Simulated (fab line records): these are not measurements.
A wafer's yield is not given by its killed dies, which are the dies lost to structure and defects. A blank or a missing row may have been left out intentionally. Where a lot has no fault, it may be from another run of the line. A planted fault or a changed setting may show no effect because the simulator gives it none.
Which tool was responsible? ; flow nandHarc ; 18 wafers from 6 lots sampled at 5 of the route's 1302 steps

## WHAT THE GAUGES READ, wafer by wafer
NHARC_END_SORT_01.
lot ; measured ; on ; killedAtArray

## WHICH TOOL RAN EACH LOT (tool, then ch and the chambers of the sampled wafers, then the start)
lot;NHARC_A_STAIRCASE_DESCUM_443;NHARC_A_STAIRCASE_CMP_450;NHARC_A_STAIRCASE_STRIP_475;NHARC_A_STAIRCASE_DEP_471
L532;rieDiel-04 ch 1,2, day 19 14:02;cmp-02 ch 0,1,3, day 19 19:25;rieDiel-04 ch 0,3, day 19 20:50 or earlier;pecvd-02 ch 0,1,2, day 19 20:50
L533;rieDiel-04 ch 0,1,3, day 20 13:22;cmp-04 ch 1,2,3, day 20 18:38;rieDiel-10 ch 1,2,3, day 20 19:48 or earlier;pecvd-03 ch 0,1,2, day 20 19:48
L542;rieDiel-10 ch 0,2,3, day 23 10:24;cmp-02 ch 0,1,2, day 23 15:43;rieDiel-10 ch 0,1,3, day 23 16:56;pecvd-03 ch 0,1,2, day 23 17:25
L549;rieDiel-05 ch 0,2, day 26 18:19;cmp-04 ch 0,2,3, day 26 23:37;rieDiel-10 ch 1,3, day 27 00:57 or earlier;pecvd-04 ch 0,1, day 27 00:57
L551;rieDiel-10 ch 1,3, day 27 15:18;cmp-04 ch 0,1, day 27 21:35;rieDiel-05 ch 1,2, day 27 22:50 or earlier;pecvd-03 ch 0,1,2, day 27 22:50
L553;rieDiel-05 ch 0,1,2, day 28 07:11;cmp-04 ch 0,1,3, day 28 12:29;rieDiel-04 ch 0,1, day 28 13:40 or earlier;pecvd-03 ch 1,2, day 28 13:40
- NHARC_A_STAIRCASE_DESCUM_443: chemistry O2, time 3 s.
- NHARC_A_STAIRCASE_CMP_450: polishes SiO2, target thk 200 nm.
- NHARC_A_STAIRCASE_STRIP_475: strips in O2, time 20 s.
- NHARC_A_STAIRCASE_DEP_471: deposits SiO2, target thk 100 nm.

## THE ANSWER, worked out from the rows above alone
Rule: what is usual is taken from the lots themselves. The widest of any qualifying gaps counts: lots, ordered by their means at a reading, are off when they make up no more than a third of the lots, leave a main group of 4 or more, and stand apart from it by 3 or more times the standard deviation of that group's means. The tables above print the reading to a certain number of digits; a main group whose means all agree to those digits is not used. Also off: a lot with no number at a reading for which 4 or more lots have one. All remaining lots with rows at the step are treated as sound.
No lot is off on any of the readings shown, so nothing can be concluded from this.

## WHAT WAS PUT IN BY THE SIMULATOR
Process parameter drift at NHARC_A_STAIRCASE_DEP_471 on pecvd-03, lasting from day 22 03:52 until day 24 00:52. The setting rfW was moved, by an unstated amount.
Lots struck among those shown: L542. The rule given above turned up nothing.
